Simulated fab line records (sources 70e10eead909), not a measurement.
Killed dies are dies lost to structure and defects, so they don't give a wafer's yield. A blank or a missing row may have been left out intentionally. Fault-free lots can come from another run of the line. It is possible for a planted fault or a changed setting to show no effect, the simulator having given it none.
fab line records	flow nand-harc
record: lots: 14	wafers: 42	last-day: 34
route steps=1302 shown A_CONTACT@1066 THIN_TSV@1261 END@1302
lots with no fault: from the same line, run without faults
start-h: hours from the record's opening day to when the first of the lot's shown wafers began	wait-h: hours elapsed since this lot's preceding step	" as in the row above	L1.1+2: a row that stands for several wafers	- value missing, or start not given	* or withheld: withheld	< > ~ a bound
route shown NAME@n: names a module that has steps shown in the file, with the first one's number in the route	usual: the fault-free wafers' mean and standard deviation	same: alike in all rows	chamber/n: place in a boat	sites: readings site by site	_std_site: the standard deviation of these	_edge_site: inner sites' mean taken away from outer sites' mean	radius-mm: how far each site lies from the wafer's centre	mask NAME#n: copy n	behind: the last tool/chamber to shape the wafer	hold: why the lot was held/for how many hours/how that ended	device: transistor that didn't switch, given as n, p or np	end of line: the same wafers' tests at the end of the route	a step with no rows: only its recipe	killed: not the wafer's yield, but the dies lost to structure and defects at the first sort	map: the dies of a wafer, with x for killed, . for not killed, _ for no die there
set.NAME: the setting the step ran with; set.NAME@STEP: the setting that earlier step ran with	model.NAME: the simulator's own value behind a step, which no gauge read
the route's steps for a sample of lots (tables are steps, rows are wafers)
services: from which hour (start-h, from the record's first day; less than 0 if before it) a tool's chamber was out of use, for how many hours, and why
== steps ==
step: NHARC_A_CONTACT_DEP_84
recipe: target-thk-a: 28000	temp-c: 400	material: aC
usual: throttle-valve-pct: 35.000/0.0087
lot.wafer	tool	chamber	start-h	wait-h	throttle-valve-pct
L506.2	acl-dep-03	0	507.32	-	34.990
L506.3	"	0	"	"	34.999
L506.6	"	0	"	"	35.008
L505.1	acl-dep-02	0	507.97	-	35.009
L505.3	"	0	"	"	35.008
L505.4	"	0	"	"	34.998
L507.2	acl-dep-01	0	549.46	-	35.016
L507.3	"	0	"	"	35.003
L507.6	"	0	"	"	35.007
L508.1	acl-dep-02	0	550.72	-	35.015
L508.4	"	0	"	"	35.010
L508.5	"	0	"	"	34.998
L510.3	acl-dep-02	0	553.03	-	35.010
L510.4	"	0	"	"	35.002
L510.5	"	0	"	"	34.999
L509.1	acl-dep-03	0	568.03	-	35.002
L509.4	"	0	"	"	34.986
L509.6	"	0	"	"	35.006
L511.2	acl-dep-02	0	581.91	-	35.007
L511.3	"	0	"	"	34.993
L511.6	"	0	"	"	35.013
L512.1	acl-dep-02	0	600.15	-	34.995
L512.5	"	0	601.28	-	34.990
L512.6	"	0	"	"	35.002
L521.2	acl-dep-03	0	656.04	-	34.999
L521.4	"	0	"	"	34.997
L521.5	"	0	"	"	34.994
L522.2	acl-dep-02	0	686.91	-	34.997
L522.4	"	0	"	"	35.008
L522.5	"	0	"	"	35.006
L524.1	acl-dep-03	0	711.70	-	34.986
L524.2	"	0	"	"	35.007
L524.4	"	0	"	"	35.003
L525.2	acl-dep-02	0	715.62	-	34.984
L525.4	"	0	"	"	35.003
L525.5	"	0	"	"	34.997
L526.2	acl-dep-03	0	716.55	-	35.008
L526.4	"	0	"	"	35.015
L526.6	"	0	"	"	35.013
L527.2	acl-dep-01	0	745.34	-	35.001
L527.4	"	0	"	"	35.013
L527.6	"	0	"	"	35.003
step: NHARC_THIN_TSV_DESCUM_14
recipe: time-s: 3	o2-flow-sccm: 200	ar-flow-sccm: 0	bias-power-w: 0	chemistry: O2
usual: drypump-motor-current-A: 5.7/0.42	oes-product-au: 0.999/0.008	rf-vpp-V: 57.7/0.83	showerhead-plenum-p-Torr: 1.89/0.09	throttle-valve-pct: 11.312/0.0087
lot.wafer	tool	chamber	start-h	wait-h	drypump-motor-current-A	oes-product-au	rf-hours-counter-h	rf-vpp-V	showerhead-plenum-p-Torr	throttle-valve-pct
L505.4	rie-diel-04	0	543.64	-	5.8	1.002	0	58.0	1.82	11.320
L505.3	"	2	"	"	5.7	0.986	0	57.7	1.97	11.313
L505.1	"	3	"	"	5.1	0.997	0	57.2	1.99	11.317
L506.3	rie-diel-03	3	544.87	-	6.0	0.986	5	57.9	2.01	11.296
L506.2	"	0	"	"	5.0	0.995	5	57.5	1.83	11.316
L506.6	"	0	"	"	5.0	0.998	-	56.6	1.83	11.325
L508.4	rie-diel-03	3	585.88	-	6.0	0.993	7	58.6	2.00	11.316
L508.1	"	0	"	"	5.0	0.996	8	58.2	1.83	11.296
L508.5	"	2	"	"	6.0	0.999	-	58.4	1.81	11.303
L507.3	rie-diel-03	2	587.05	-	6.0	0.992	7	57.5	1.81	11.314
L507.2	"	3	"	"	6.0	0.982	8	58.0	2.00	11.314
L507.6	"	1	"	"	6.2	0.990	-	56.2	1.77	11.313
L510.4	rie-diel-03	2	588.26	-	5.9	0.998	7	58.1	1.81	11.312
L510.3	"	0	"	"	4.9	1.003	9	58.1	1.83	11.322
L510.5	"	3	"	"	6.0	1.000	-	58.7	2.00	11.328
L509.1	rie-diel-03	0	605.28	-	4.9	1.005	10	58.4	1.83	11.323
L509.4	"	1	"	"	6.1	1.004	10	55.9	1.77	11.314
L509.6	"	0	"	"	4.9	0.997	-	58.5	1.83	11.305
L521.4	rie-diel-11	1	697.70	-	5.9	1.019	4	58.6	2.06	11.303
L521.2	"	2	"	"	5.8	0.994	4	56.6	1.81	11.324
L521.5	"	3	"	"	5.1	1.020	-	59.0	1.86	11.325
L522.2	rie-diel-03	0	723.94	-	4.9	0.992	4	57.5	1.83	11.296
L522.4	"	1	"	"	6.2	0.994	5	56.7	1.77	11.304
L522.5	"	2	"	"	6.0	0.995	-	57.1	1.81	11.323
L524.4	rie-diel-04	3	755.84	-	5.1	1.004	2	58.2	1.98	11.296
L524.1	"	1	"	"	6.2	1.005	2	58.7	1.88	11.310
L524.2	"	2	"	"	5.6	0.990	1	56.5	1.97	11.313
L525.2	rie-diel-11	0	757.16	-	5.3	1.011	7	57.5	1.86	11.309
L525.4	"	3	"	"	5.1	0.999	7	56.3	1.86	11.303
L525.5	"	0	"	"	5.3	1.011	-	56.0	1.86	11.307
L526.2	rie-diel-03	3	758.35	-	6.0	0.991	5	56.3	2.00	11.322
L526.4	"	0	"	"	4.9	0.989	7	57.4	1.83	11.312
L526.6	"	0	"	"	5.0	1.003	-	58.0	1.83	11.312
L527.2	rie-diel-04	3	790.28	-	5.2	0.993	4	58.9	1.98	11.311
L527.4	"	0	"	"	5.8	0.996	5	58.7	1.81	11.305
L527.6	"	2	"	"	5.6	0.986	-	58.6	1.97	11.311
step: NHARC_THIN_TSV_ANNEAL_52
recipe: temp-c: 225	time-s: 90
usual: wafer_temp_C_max: 226.2/0.45
lot.wafer	tool	chamber	start-h	wait-h	wafer_temp_C_max
L505.1	rtp-anneal-02	0	547.44	0.6	226.2
L505.3	"	0	"	"	226.2
L505.4	"	0	"	"	226.6
L506.2	rtp-anneal-01	0	548.72	0.7	226.2
L506.3	"	0	"	"	226.2
L506.6	"	0	"	"	226.1
L508.1	rtp-anneal-01	0	589.80	0.6	225.9
L508.4	"	0	"	"	225.7
L508.5	"	0	"	"	225.7
L507.2	rtp-anneal-02	0	590.91	0.7	226.9
L507.3	"	0	"	"	226.7
L507.6	"	0	"	"	226.4
L510.3	rtp-anneal-01	0	592.32	0.5	226.0
L510.4	"	0	"	"	226.0
L510.5	"	0	"	"	226.5
L509.1	rtp-anneal-02	0	609.06	0.5	226.6
L509.4	"	0	"	"	226.1
L509.6	"	0	"	"	226.6
L521.2	rtp-anneal-02	0	701.51	0.7	226.4
L521.4	"	0	"	"	226.6
L521.5	"	0	"	"	226.6
L522.2	rtp-anneal-01	0	727.79	0.6	225.6
L522.4	"	0	"	"	226.1
L522.5	"	0	"	"	225.7
L524.1	rtp-anneal-02	0	759.63	0.6	226.0
L524.2	"	0	"	"	226.8
L524.4	"	0	"	"	226.3
L525.2	rtp-anneal-02	0	761.19	0.6	226.8
L525.4	"	0	"	"	226.4
L525.5	"	0	"	"	226.3
L526.2	rtp-anneal-01	0	762.21	0.7	225.9
L526.4	"	0	"	"	225.5
L526.6	"	0	"	"	226.0
L527.2	rtp-anneal-01	0	794.09	0.6	225.5
L527.4	"	0	"	"	225.6
L527.6	"	0	"	"	225.4
step: NHARC_THIN_TSV_CMP_21
recipe: t-overpolish-s: 30	target-thk-nm: 2000
usual: motor-current-A: 11.0/1.2	overpolish-run-s: 29.999/0.009
lot.wafer	tool	chamber	start-h	wait-h	motor-current-A	overpolish-run-s
L505.1	cmp-02	3	547.78	-	13.1	29.992
L505.4	"	0	"	"	12.0	29.989
L505.3	"	1	"	"	9.2	29.989
L506.3	cmp-01	0	549.04	-	10.5	30.002
L506.2	"	1	"	"	10.1	29.995
L506.6	"	3	"	"	10.4	29.999
L508.1	cmp-02	0	590.21	-	12.5	29.997
L508.4	"	1	"	"	9.4	29.995
L508.5	"	3	"	"	13.6	29.991
L507.2	cmp-01	1	591.24	-	10.1	29.996
L507.3	"	2	"	"	11.1	29.995
L507.6	"	0	"	"	10.8	30.006
L510.4	cmp-01	2	592.57	-	11.2	29.995
L510.3	"	0	"	"	10.7	30.009
L510.5	"	3	"	"	10.5	30.004
L509.4	cmp-02	1	609.43	-	9.6	29.994
L509.1	"	2	"	"	11.1	30.019
L509.6	"	1	"	"	8.8	30.001
L521.4	cmp-02	3	701.81	-	13.0	30.010
L521.2	"	2	"	"	11.4	30.017
L521.5	"	0	"	"	12.4	29.994
L522.2	cmp-03	3	728.08	-	10.4	30.028
L522.4	"	1	"	"	13.4	29.997
L522.5	"	0	"	"	10.5	29.983
L524.4	cmp-02	3	759.97	-	13.2	29.990
L524.2	"	1	"	"	9.4	30.012
L524.1	"	2	"	"	10.9	29.993
L525.4	cmp-03	1	761.49	-	12.7	30.006
L525.2	"	2	"	"	10.8	29.993
L525.5	"	2	"	"	10.2	29.996
L526.2	cmp-02	1	762.50	-	9.6	29.995
L526.4	"	3	"	"	13.1	30.009
L526.6	"	1	"	"	9.2	30.006
L527.4	cmp-02	3	794.38	-	13.5	29.977
L527.2	"	1	"	"	9.6	29.993
L527.6	"	3	"	"	14.1	29.997
step: NHARC_END_SORT_01
recipe: temp-c: 25
usual: killed-at-array: 56/21	killed-at-other: 1.2/1.6	killed-at-periphery: 3.7/2.5	killed-dies: 61/21	killed-open: 3.1/1.8	killed-short: 2.8/1.7
same: gross-dies: 677
lot.wafer	tool	chamber	start-h	wait-h	killed-at-array	killed-at-other	killed-at-periphery	killed-dies	killed-open	killed-short
L511.2	prober-02	0	634.88	2.7	665	1	6	672	1	3
L511.3	prober-02	0	635.69	3.1	661	6	4	671	5	2
L511.6	prober-02	0	638.09	4.0	664	4	2	670	5	2
L512.1	prober-02	0	652.64	2.5	669	4	4	677	7	0
L512.5	prober-02	0	655.86	3.7	673	0	3	676	2	2
L512.6	prober-02	0	656.66	4.0	663	1	1	665	3	4
killed by level:class
L511.2 A_CONTACT:area-dep=596 A_SLIT:chamber-film-flake=25 A_CHANNEL_HOLE_D2:chamber-film-flake=24 A_CONTACT:chamber-film-flake=8 A_CHANNEL_HOLE_D1:chamber-film-flake=7 P_M0:geometric-particle:short=2 P_GATE:chamber-film-flake=2 A_STAIRCASE:chamber-film-flake=2
L511.3 A_CONTACT:area-dep=580 A_CHANNEL_HOLE_D2:chamber-film-flake=30 A_SLIT:chamber-film-flake=28 A_CONTACT:chamber-film-flake=8 THIN_TSV:chamber-film-flake=6 A_STAIRCASE:chamber-film-flake=4 A_CHANNEL_FILL_D1:chamber-film-flake=3 P_GATE:chamber-film-flake=2
L511.6 A_CONTACT:area-dep=599 A_SLIT:chamber-film-flake=25 A_CHANNEL_HOLE_D2:chamber-film-flake=24 A_CONTACT:chamber-film-flake=5 THIN_TSV:chamber-film-flake=4 A_CHANNEL_HOLE_D1:chamber-film-flake=2 P_M0:geometric-particle:open=1 A_ONON_D1:geometric-particle:open=1
L512.1 A_CONTACT:area-dep=617 A_CHANNEL_HOLE_D1:chamber-film-flake=25 A_CHANNEL_HOLE_D2:chamber-film-flake=11 A_CONTACT:chamber-film-flake=6 A_SLIT:chamber-film-flake=3 THIN_TSV:chamber-film-flake=3 A_M1:geometric-particle:open=2 P_CONTACT:geometric-particle:open=1
L512.5 A_CONTACT:area-dep=616 A_CHANNEL_HOLE_D1:chamber-film-flake=28 A_CHANNEL_HOLE_D2:chamber-film-flake=14 A_CONTACT:chamber-film-flake=8 A_M1:chamber-film-flake=2 P_GATE:geometric-particle:short=1 A_CHANNEL_FILL_D1:geometric-particle:short=1 A_SGD_CUT:geometric-particle:open=1
L512.6 A_CONTACT:area-dep=595 A_CHANNEL_HOLE_D1:chamber-film-flake=34 A_CHANNEL_HOLE_D2:chamber-film-flake=15 A_CONTACT:chamber-film-flake=11 P_M0:geometric-particle:open=1 A_ONON_D1:geometric-particle:short=1 A_CHANNEL_FILL_D1:geometric-particle:open=1 A_DECK1_JOINT:geometric-particle:open=1
== services ==
tool	chamber	start-h	hours	kind
rie-diel-04	0	522.14	4.0	repair
cmp-02	-	526.50	4.0	pm
rie-diel-04	-	532.06	9.0	pm
cmp-01	-	538.45	0.7	repair
cmp-01	-	564.98	1.5	repair
cmp-01	-	577.53	4.0	pm
rie-diel-03	2	592.18	1.6	repair
cmp-02	-	599.11	1.4	repair
rie-diel-03	2	607.95	13.0	repair
acl-dep-02	-	612.85	13.0	pm
cmp-02	-	624.58	4.0	pm
rie-diel-03	-	635.30	9.0	pm
rie-diel-03	-	649.15	0.6	repair
rie-diel-03	0	652.75	2.9	repair
acl-dep-03	-	664.97	13.0	pm
cmp-01	-	675.53	4.0	pm
rie-diel-04	-	686.36	0.2	repair
cmp-01	-	687.23	3.0	repair
cmp-02	-	697.05	0.7	repair
cmp-01	-	701.16	1.3	repair
rie-diel-03	1	703.60	4.1	repair
cmp-02	-	722.60	4.0	pm
rtp-anneal-02	-	744.03	12.0	pm
rie-diel-03	2	772.43	8.1	repair
== key ==
first-sign: step: NHARC_END_SORT_01	reading: killed-at-array	direction: up	sigmas: 29	usual: 56	struck: 666
effect: step: NHARC_END_SORT_01	reading: killed-dies	direction: up	sigmas: 29	usual: 61	struck: 672
more-kills-born-at: NHARC_A_CONTACT_DEP_84@acl-dep-02: 3603
met-at NHARC_A_CONTACT_DEP_84
struck-lots L511,L512
struck-wafers L511.2,L511.3,L511.6,L512.1,L512.5,L512.6
later-rows-left-out L511.2,L511.3,L511.6,L512.1,L512.5,L512.6
tester-left-out L511,L512
not-acting-at NHARC_THIN_TSV_DESCUM_14,NHARC_THIN_TSV_ANNEAL_52,NHARC_THIN_TSV_CMP_21
onset-between 553.03 581.91
fault: kind: process-parameter-drift	tool: acl-dep-02	chamber: 0	onset-h: 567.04	steps: NHARC_A_CONTACT_DEP_84	channel: target-thk-a	offset: *	shape: step	end-h: 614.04	acts-in: *	stated: *
tester-left-out: of these lots the tester's yield and bins aren't shown, on N5 and GAA mostly nor the transistor test; their killed dies are dies lost to structure and defects alone, not to doping, threshold or leakage, so they don't give the yield
later-rows-left-out: the simulator's readings of these wafers behind a module that went badly wrong aren't trusted and aren't shown, but for the sort
